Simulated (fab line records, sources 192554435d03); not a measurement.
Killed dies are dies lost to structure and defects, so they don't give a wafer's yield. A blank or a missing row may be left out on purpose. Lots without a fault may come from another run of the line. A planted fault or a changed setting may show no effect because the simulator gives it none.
Chamber matching | flow n5_finfet | N5_BEOL_M10_CURE_71 on uv_cure-01: 3 sister chambers
The step cures SiCOH lowk, time 240 s. 6 wafers are shown with their chamber, then 10 later ones without.

WAFERS WITH THEIR CHAMBER
wafer  | chamber | wafer_temp_C_max | lamp_power_pct (%)
L084.3 | 0       | 386.2            | 52.38
L084.5 | 0       | 386.6            | 52.30
L086.5 | 1       | 387.7            | 52.25
L086.6 | 1       | 387.5            | 52.25
L085.3 | 2       | 385.6            | 52.31
L085.4 | 2       | 386.2            | 52.37

WAFERS WITHOUT THEIR CHAMBER
wafer  | wafer_temp_C_max | lamp_power_pct (%)
L085.5 | 385.9            | 52.35
L090.1 | 386.3            | 52.24
L090.2 | 386.1            | 52.30
L090.3 | 386.3            | 52.28
L092.2 | 387.6            | 52.37
L092.4 | 387.6            | 52.33
L092.5 | 387.8            | 52.28
L094.3 | 386.2            | 52.28
L094.4 | 386.4            | 52.38
L094.6 | 386.0            | 52.27

WHICH CHAMBER EACH WENT THROUGH
wafer  | from the rows above          | in truth
L085.5 | can't be placed: 2 or 0      | 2
L090.1 | can't be placed: 0 or 2 or 1 | 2
L090.2 | can't be placed: 2 or 0      | 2
L090.3 | can't be placed: 0 or 2      | 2
L092.2 | can't be placed: 1 or 0      | 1
L092.4 | can't be placed: 1 or 0      | 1
L092.5 | 1                            | 1
L094.3 | can't be placed: 0 or 2      | 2
L094.4 | can't be placed: 0 or 2      | 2
L094.6 | can't be placed: 2 or 0      | 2
Placed correctly: 1 of 10. Can't be placed from these rows: 9 (the true chamber is among the candidates in 9). Placed wrongly: 0.
How it was worked out, from the rows above alone: a wafer's distance from a chamber is the root of the sum, over the readings, of the square of ((its reading less the chamber's mean) divided by the reading's scatter). The wafer belongs to the nearest chamber; if the next one is less than 2 further off, it can't be placed. A chamber's mean is the mean of its shown wafers. The scatter: the root of (the sum of the squares of (reading less its chamber's mean) over the shown wafers, divided by (wafers less chambers)).
